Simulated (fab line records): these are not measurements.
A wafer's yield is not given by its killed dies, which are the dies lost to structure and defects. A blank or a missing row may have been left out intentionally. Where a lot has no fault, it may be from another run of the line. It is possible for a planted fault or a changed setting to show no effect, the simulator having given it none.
Check of tool commonality | flow nandHarc | 11 lots, 33 wafers sampled

## WHY THIS WAS OPENED
At NHARC_P_ZERO_WELL_CD_MEAS_37 the reading cdNm is flagged on 1 of 11 lots. No-fault wafers: 719.3 nm, standard deviation 1.7.
Rule: a lot is flagged in two cases, either no wafer of it has a number, or all its wafers with numbers fall more than 4 standard deviations from that mean. The other lots count as sound.

lot  | measured     | on       | cdNm (nm), wafer by wafer | flag
L790 | day 2 00:05  | cdSem-02 | 717.1 719.7 720.3         | 
L792 | day 2 20:07  | cdSem-03 | 760.4 756.7 759.1         | FLAGGED
L804 | day 7 20:02  | cdSem-01 | 719.2 719.8 722.2         | 
L805 | day 8 05:59  | cdSem-03 | 719.0 717.2 719.7         | 
L806 | day 8 15:59  | cdSem-01 | 717.0 719.8 718.0         | 
L807 | day 9 02:22  | cdSem-01 | 717.7 717.3 718.5         | 
L808 | day 9 12:58  | cdSem-02 | 718.1 722.3 719.0         | 
L809 | day 9 22:16  | cdSem-02 | 721.6 721.4 720.2         | 
L810 | day 10 08:16 | cdSem-01 | 716.8 716.0 721.1         | 
L811 | day 10 18:04 | cdSem-01 | 720.5 718.0 715.7         | 
L812 | day 11 04:16 | cdSem-03 | 721.3 720.1 719.4         | 
The numbers of the flagged lots are 758.7 nm on average: +39.4 nm against the usual, or +23 standard deviations.

## LOT BY LOT: THE TOOL USED
Before the reading, the record contains 2 process steps out of a 1302-step route. Every cell lists first the tool, next ch and the chambers used by the sampled wafers, and last the start.
lot  | flag    | NHARC_P_ZERO_WELL_ETCH_62                    | NHARC_P_ZERO_WELL_EXPOSE_34
L790 |         | rieDiel-02 ch 0,1, day 1 23:56 or earlier    | krfScanner-01 ch 0, day 1 23:56
L792 | FLAGGED | rieDiel-12 ch 0,2, day 2 19:58 or earlier    | krfScanner-01 ch 0, day 2 19:58
L804 |         | rieDiel-09 ch 0,3, day 7 19:53 or earlier    | krfScanner-04 ch 0, day 7 19:53
L805 |         | rieDiel-02 ch 0,1,2, day 8 05:50 or earlier  | krfScanner-01 ch 0, day 8 05:50
L806 |         | rieDiel-02 ch 2,3, day 8 15:50 or earlier    | krfScanner-01 ch 0, day 8 15:50
L807 |         | rieDiel-09 ch 2,3, day 9 02:12 or earlier    | krfScanner-02 ch 0, day 9 02:12
L808 |         | rieDiel-09 ch 0,1,3, day 9 12:48 or earlier  | krfScanner-01 ch 0, day 9 12:48
L809 |         | rieDiel-09 ch 0,1,3, day 9 22:07 or earlier  | krfScanner-04 ch 0, day 9 22:07
L810 |         | rieDiel-12 ch 0,2,3, day 10 08:07 or earlier | krfScanner-01 ch 0, day 10 08:07
L811 |         | rieDiel-09 ch 0,1, day 10 17:55 or earlier   | krfScanner-01 ch 0, day 10 17:55
L812 |         | rieDiel-02 ch 1,2, day 11 04:07 or earlier   | krfScanner-01 ch 0, day 11 04:07
What the steps here do:
- NHARC_P_ZERO_WELL_ETCH_62: etches the open film in CHF3/Ar, target depth 13 nm, time 6.5 s.
- NHARC_P_ZERO_WELL_EXPOSE_34: exposes mask P PWELL, target cd 720 nm.
- NHARC_P_ZERO_WELL_CD_MEAS_37: target cd 720 nm.

## FLAGGED AGAINST TOTAL, ONE TOOL AT A TIME (gauges that did the reading follow at the end)
step                         | tool          | lots run | flagged | share of the flagged lots | sound lots run after its first flagged lot
NHARC_P_ZERO_WELL_ETCH_62    | rieDiel-02    | 4        | 0       | none                      | -
NHARC_P_ZERO_WELL_ETCH_62    | rieDiel-09    | 5        | 0       | none                      | -
NHARC_P_ZERO_WELL_ETCH_62    | rieDiel-12    | 2        | 1       | all                       | 1 (L810)
NHARC_P_ZERO_WELL_EXPOSE_34  | krfScanner-01 | 8        | 1       | all                       | 6 (L805,L806,L808,L810,L811,L812)
NHARC_P_ZERO_WELL_EXPOSE_34  | krfScanner-02 | 1        | 0       | none                      | -
NHARC_P_ZERO_WELL_EXPOSE_34  | krfScanner-04 | 2        | 0       | none                      | -
NHARC_P_ZERO_WELL_CD_MEAS_37 | cdSem-01      | 5        | 0       | none                      | -
NHARC_P_ZERO_WELL_CD_MEAS_37 | cdSem-02      | 3        | 0       | none                      | -
NHARC_P_ZERO_WELL_CD_MEAS_37 | cdSem-03      | 3        | 1       | all                       | 2 (L805,L812)
Because NHARC_P_ZERO_WELL_ETCH_62 lacks a start for some lots, the hours and order of its lots are taken from NHARC_P_ZERO_WELL_EXPOSE_34.

## WHAT IS ALLOWED BY THE TABLE
All flagged lots were run by 3 table rows, namely rieDiel-12 at NHARC_P_ZERO_WELL_ETCH_62, krfScanner-01 at NHARC_P_ZERO_WELL_EXPOSE_34, cdSem-03 at NHARC_P_ZERO_WELL_CD_MEAS_37.
- rieDiel-12 at NHARC_P_ZERO_WELL_ETCH_62 ran 2 lots, 1 of them flagged. Lots that were sound ran on it after the first flagged one (L810); a persistent fault on the entire tool would not allow that.
- krfScanner-01 at NHARC_P_ZERO_WELL_EXPOSE_34 ran 8 lots, 1 of them flagged. Lots that were sound ran on it after the first flagged one (L805, L806, L808, L810, L811, L812); a persistent fault on the entire tool would not allow that.
- cdSem-03 at NHARC_P_ZERO_WELL_CD_MEAS_37 ran 3 lots, 1 of them flagged. Lots that were sound ran on it after the first flagged one (L805, L812); a persistent fault on the entire tool would not allow that.
None of the table's rows ran every flagged lot and, after the first, no sound lot.

## WHAT THE SIMULATOR HAD INSERTED
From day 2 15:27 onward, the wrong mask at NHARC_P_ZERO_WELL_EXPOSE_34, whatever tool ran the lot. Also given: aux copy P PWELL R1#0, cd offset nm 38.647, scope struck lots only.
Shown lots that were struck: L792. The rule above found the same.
